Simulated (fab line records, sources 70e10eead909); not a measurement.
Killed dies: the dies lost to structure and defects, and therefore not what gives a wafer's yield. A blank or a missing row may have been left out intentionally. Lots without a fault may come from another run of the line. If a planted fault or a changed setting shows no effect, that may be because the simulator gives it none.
Comparing a struck lot with a sound one -- flow nand harc -- 25 steps out of a route of 1302
Sound: the wafers L721.2, L721.3, L721.5. The struck wafers were L736.3, L736.5, L736.6. The cause comes at the end.
At each step with rows: each side's tool, then ch and its chambers, then its first start. Under that, the readings that differ: sound wafers -- struck wafers -- difference of the means -- sigmas: that difference in standard deviations of wafers without a fault.
alike: same words and numbers on both sides, and readings whose means sit less than 2 such deviations apart. not compared: any withheld reading, any reading some wafer has no value for, any bound like >300 that may hide the same value, and any number with overlapping values for which the record gives no deviation.
The two part at a step that has a row with sigmas, a row that says differs or no value, or rows on one side only. Non-overlapping numbers with no deviation appear without sigmas and do not part them. A reading that every wafer of one side lacks parts them only if that side has two wafers or more.

first, 4 steps without rows for these wafers: NHARC_P_GATE_PRECLEAN_71 (cleans in SC1); NHARC_P_GATE_SRD_72; NHARC_P_GATE_OXIDE_16 (material SiO2, target thk 3 nm, ox time 392 s); NHARC_P_GATE_CVD_17 (deposits poly-Si, target thk 150 nm, time 900 s).
NHARC_P_GATE_HM_DEP_102: deposits aC, target thk 120 nm.
  sound on acl dep-02 ch 0, day 7 09:39; struck on acl dep-01 ch 0, day 13 08:57
  alike: throttle valve pct
then, 7 steps without rows for these wafers: NHARC_P_GATE_DEP_103 (deposits SiON, target thk 30 nm); NHARC_P_GATE_DEHYDRATE_18 (time 120 s); NHARC_P_GATE_HMDS_19 (time 30 s); NHARC_P_GATE_COAT_20 (resist thk 90 nm); NHARC_P_GATE_SOFTBAKE_21 (time 55 s); NHARC_P_GATE_EBR_22; NHARC_P_GATE_EXPOSE_23 (exposes mask P GATE, target cd 120 nm).
NHARC_P_GATE_PEB_24: peb time 65 s.
  sound on litho track-01 ch 0, day 7 10:40; struck on litho track-04 ch 0, day 13 09:59
reading,sound,struck,difference,sigmas
heater power total W (W),157.1 156.9 155.9,178.9 178.8 179.2,+22.3,+52
plate temp C (C),99.95 99.83 99.86,110.20 110.09 110.18,+10.28,+93
then, 1 step without rows for these wafers: NHARC_P_GATE_DEVELOP_25 (develop time 35 s).
NHARC_P_GATE_CD_MEAS_26 targets a cd of 120 nm.
  sound on cd sem-01 ch 0, day 7 10:45; struck on cd sem-01 ch 0, day 13 10:05
reading,sound,struck,difference,sigmas
cd nm (nm),119.7 120.7 120.3,91.1 90.8 91.6,-29.1,-55
NHARC_P_GATE_OVL_MEAS_27:
  sound: overlay-02 at day 7 10:50; struck: overlay-02 at day 13 10:10
reading,sound,struck,difference,sigmas
overlay y nm (nm),-1.7 -1.4 -1.8,0.1 0.3 0.8,+2.0,+3
  alike: overlay x nm
NHARC_P_GATE_INSPECT_28:
  sound: defect inspect-01 at day 7 10:52; struck: defect inspect-02 at day 13 10:12
  alike: raw defect count
NHARC_P_GATE_DESCUM_31: chemistry O2, time 3 s.
  sound on rie diel-06 ch 0,3, day 7 10:56; struck on rie diel-04 ch 1,2,3, day 13 10:16
reading,sound,struck,difference,sigmas
model.P_GATE.cd nm (nm),119.5 120.3 120,91 91.04 91.47,-29,
  alike: drypump motor current A, oes product au, rf vpp V, showerhead plenum p Torr, throttle valve pct
  not compared: rf hours counter h
NHARC_P_GATE_ETCH_104: etches the open film in CF4/CHF3, target depth 60 nm.
  sound on rie diel-06 ch 0,1, day 7 11:01; struck on rie diel-04 ch 0,1, day 13 10:21
reading,sound,struck,difference,sigmas
oes product au (a.u.),0.958 0.994 0.980,0.911 0.930 0.918,-0.058,-3
  alike: drypump motor current A, rf fwd power W, rf vpp V, showerhead plenum p Torr, throttle valve pct
NHARC_P_GATE_HM_OPEN_105: chemistry O2/COS, target depth 360 nm.
  sound: rie diel-06 ch 1,3; struck: rie diel-04 ch 0,1,3
  alike: drypump motor current A, oes product au, rf fwd power W, rf vpp V, showerhead plenum p Torr, throttle valve pct
  not compared: rf hours counter h
then, 1 step without rows for these wafers: NHARC_P_GATE_STRIP_106 (strips in O2/COS).
NHARC_P_GATE_ETCH_114: etches the open film in CF4/O2, target depth 30 nm, overetch 3 nm, time 16.5 s.
  sound: rie diel-06 ch 0,1,2; struck: rie diel-04 ch 0,1,2
reading,sound,struck,difference,sigmas
throttle valve pct (%),13.378 13.396 13.396,13.410 13.411 13.407,+0.019,+2
  alike: drypump motor current A, oes product au, rf fwd power W, rf vpp V, showerhead plenum p Torr
  not compared: rf hours counter h
NHARC_P_GATE_ETCH_32: etches the open film in HBr/Cl2, target depth 150 nm, time 100.1 s.
  sound on rie si-06 ch 0,2,3, day 7 11:23; struck on rie si-06 ch 0,2,3, day 13 10:45
reading,sound,struck,difference,sigmas
model.P_GATE.cd nm (nm),121 120.4 118.1,91.86 89.43 89.82,-29.46,
  alike: drypump motor current A, he backside leak sccm, oes product au, rf fwd power W, throttle valve pct
  not compared: rf hours counter h
NHARC_P_GATE_STRIP_108: strips in O2.
  sound on rie diel-04 ch 1,2,3, day 7 11:34; struck on rie diel-04 ch 0,1, day 13 10:53
  alike: drypump motor current A, oes product au, rf vpp V, showerhead plenum p Torr, throttle valve pct
  not compared: rf hours counter h
-- jump in the record: it breaks off in module P_GATE and resumes in module END (first step shown: number 1302 of the route), and 20 days separate the struck wafers' starts before and after --
NHARC_END_SORT_01:
  only the struck wafers appear in the record here, on prober-01 ch 0 at day 33 06:02; the sound ones have no rows

WHERE THEY PART
At NHARC_P_GATE_PEB_24 first; at NHARC_END_SORT_01 last (within this record only).

WHY: whatever the simulator had introduced
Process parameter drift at NHARC_P_GATE_PEB_24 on litho track-04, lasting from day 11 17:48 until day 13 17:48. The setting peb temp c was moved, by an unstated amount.
